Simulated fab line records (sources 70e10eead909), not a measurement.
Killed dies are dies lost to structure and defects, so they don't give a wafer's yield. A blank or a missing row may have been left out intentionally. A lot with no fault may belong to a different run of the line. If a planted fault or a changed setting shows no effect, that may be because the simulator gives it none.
Struck lot and sound lot, side by side || flow nand-harc || 22 steps out of a route of 1302
Sound: the wafers L976.2, L976.3, L976.6. Struck: wafers L984.1, L984.4, L984.5. At the end, the cause is stated.
Each step with rows lists, per side, the tool, then ch with its chambers, then its first start. Under that, the readings that differ: sound wafers || struck wafers || difference of the means || sigmas: that difference in standard deviations of wafers without a fault.
alike: readings whose means differ by less than 2 such deviations, and words and numbers that are the same on both sides. not compared: withheld readings, readings that some wafer has no value for, bounds like >300 that may hide the same value, and numbers for which the record gives no deviation and whose values overlap.
A row with sigmas, a row that says differs or no value, or rows on one side alone: a step with any of these is where the two part. When numbers do not overlap yet have no deviation, they are printed without sigmas and do not part them. A reading missing from all wafers of one side parts the sides only when that side holds two or more wafers.

NHARC_P_CONTACT_CVD_23: deposits W, target thk 200 nm, time 557 s.
  sound: cvd-w-02 ch 0; struck: cvd-w-02 ch 0,1
{"reading": "mfc-wf6-sccm (sccm)", "sound": "40.15 40.19 40.17", "struck": "39.96 39.85 39.97", "difference": -0.24, "sigmas": -2}
  alike: chamber-pressure-Torr, heater-power-w, susceptor-temp-C, throttle-valve-pct
NHARC_P_CONTACT_CMP_24: polishes, t overpolish 30 s, target thk 200 nm.
  sound on cmp-04 ch 0,1,3, day 6 15:36; struck on cmp-02 ch 0,2, day 10 08:25
  alike: motor-current-A, overpolish-run-s, retaining-ring-pressure-frac, time-to-endpoint-s
then, 1 step without rows for these wafers: NHARC_P_CONTACT_SRD_26.
NHARC_P_CONTACT_INSPECT_27:
  struck on defect-inspect-02, day 10 08:49; sound on defect-inspect-02, day 6 15:59
  alike: raw-defect-count
then, 7 steps without rows for these wafers: NHARC_P_M0_DEP_00 (deposits SiOC, target thk 150 nm); NHARC_P_M0_DEHYDRATE_01 (time 120 s); NHARC_P_M0_HMDS_02 (time 30 s); NHARC_P_M0_COAT_33 (time 65 s); NHARC_P_M0_COAT_03 (resist thk 90 nm); NHARC_P_M0_SOFTBAKE_04 (time 55 s); NHARC_P_M0_EBR_05.
NHARC_P_M0_EXPOSE_06: exposes mask P M0, target cd 90 nm.
  sound on arfi-scanner-01 ch 0, day 6 16:44; struck on arfi-scanner-02 ch 0, day 10 09:35
{"reading": "exposure-dose-mJ-cm2", "sound": "81.33 81.31 81.38", "struck": "42.50 42.49 42.54", "difference": -38.83, "sigmas": "-99 or more"}
  alike: mask
then, 2 steps without rows for these wafers: NHARC_P_M0_PEB_07 (peb time 65 s); NHARC_P_M0_DEVELOP_08 (develop time 35 s).
NHARC_P_M0_CD_MEAS_09 targets a cd of 90 nm.
  sound on cd-sem-01 ch 0, day 6 16:53; struck on cd-sem-01 ch 0, day 10 09:43
{"reading": "cd-nm (nm)", "sound": "89.5 89.4 88.8", "struck": "51.7 51.4 51.0", "difference": -37.9, "sigmas": -54}
NHARC_P_M0_OVL_MEAS_10: pitch 180 nm.
  struck on overlay-02, day 10 09:49; sound on overlay-01, day 6 16:58
  alike: overlay-x-nm, overlay-y-nm
NHARC_P_M0_INSPECT_11:
  struck on defect-inspect-02, day 10 09:51; sound on defect-inspect-02, day 6 17:00
  alike: raw-defect-count
NHARC_P_M0_DESCUM_14: chemistry O2, time 3 s.
  sound on rie-diel-13 ch 1,2,3, day 6 17:04; struck on rie-diel-05 ch 0,1,3, day 10 09:57
{"reading": "model.P_M0.cd-nm (nm)", "sound": "88.99 88.83 88.94", "struck": "51.34 50.98 51.59", "difference": -37.62, "sigmas": ""}
  alike: drypump-motor-current-A, oes-product-au, rf-vpp-V, showerhead-plenum-p-Torr, throttle-valve-pct
  not compared: rf-hours-counter-h
NHARC_P_M0_ETCH_34: etches the open film in N2/H2, target depth 40 nm, overetch 12 nm, time 43.94 s.
  sound on rie-diel-13 ch 0,1,2, day 6 17:09; struck on rie-diel-05 ch 1,2,3, day 10 10:04
  alike: drypump-motor-current-A, oes-product-au, rf-vpp-V, showerhead-plenum-p-Torr, throttle-valve-pct
  not compared: rf-hours-counter-h
NHARC_P_M0_ETCH_15: etches the open film in C4F8/Ar, target depth 150 nm, overetch 15 nm, time 82.5 s.
  sound: rie-diel-13 ch 1,3; struck: rie-diel-05 ch 1,2,3
{"reading": "oes-product-au (a.u.)", "sound": "0.964 0.994 0.990", "struck": "0.937 0.935 0.929", "difference": -0.049, "sigmas": -3}
{"reading": "model.P_M0.cd-nm (nm)", "sound": "88.93 88.87 89.07", "struck": "51.61 50.73 51.15", "difference": -37.79, "sigmas": ""}
  alike: rf-vpp-V
  not compared: rf-hours-counter-h
NHARC_P_M0_CD_MEAS_16:
  struck on cd-sem-02, day 10 10:17; sound on cd-sem-02, day 6 17:22
{"reading": "cd-nm (nm)", "sound": "89.1 89.2 89.1", "struck": "51.6 50.4 51.2", "difference": -38.1, "sigmas": -42}
NHARC_P_M0_STRIP_18: strips in N2/H2.
  sound on rie-diel-13 ch 0,1,3, day 6 17:29; struck on rie-diel-05 ch 1,2, day 10 10:28
  alike: drypump-motor-current-A, oes-product-au, rf-vpp-V, showerhead-plenum-p-Torr, throttle-valve-pct
  not compared: rf-hours-counter-h

## WHERE THEY PART
Earliest at NHARC_P_CONTACT_CVD_23; latest, in this record, at NHARC_P_M0_CD_MEAS_16. Later steps at which nothing parts them and some readings are alike: NHARC_P_M0_STRIP_18.

WHY: what had been put in by the simulator
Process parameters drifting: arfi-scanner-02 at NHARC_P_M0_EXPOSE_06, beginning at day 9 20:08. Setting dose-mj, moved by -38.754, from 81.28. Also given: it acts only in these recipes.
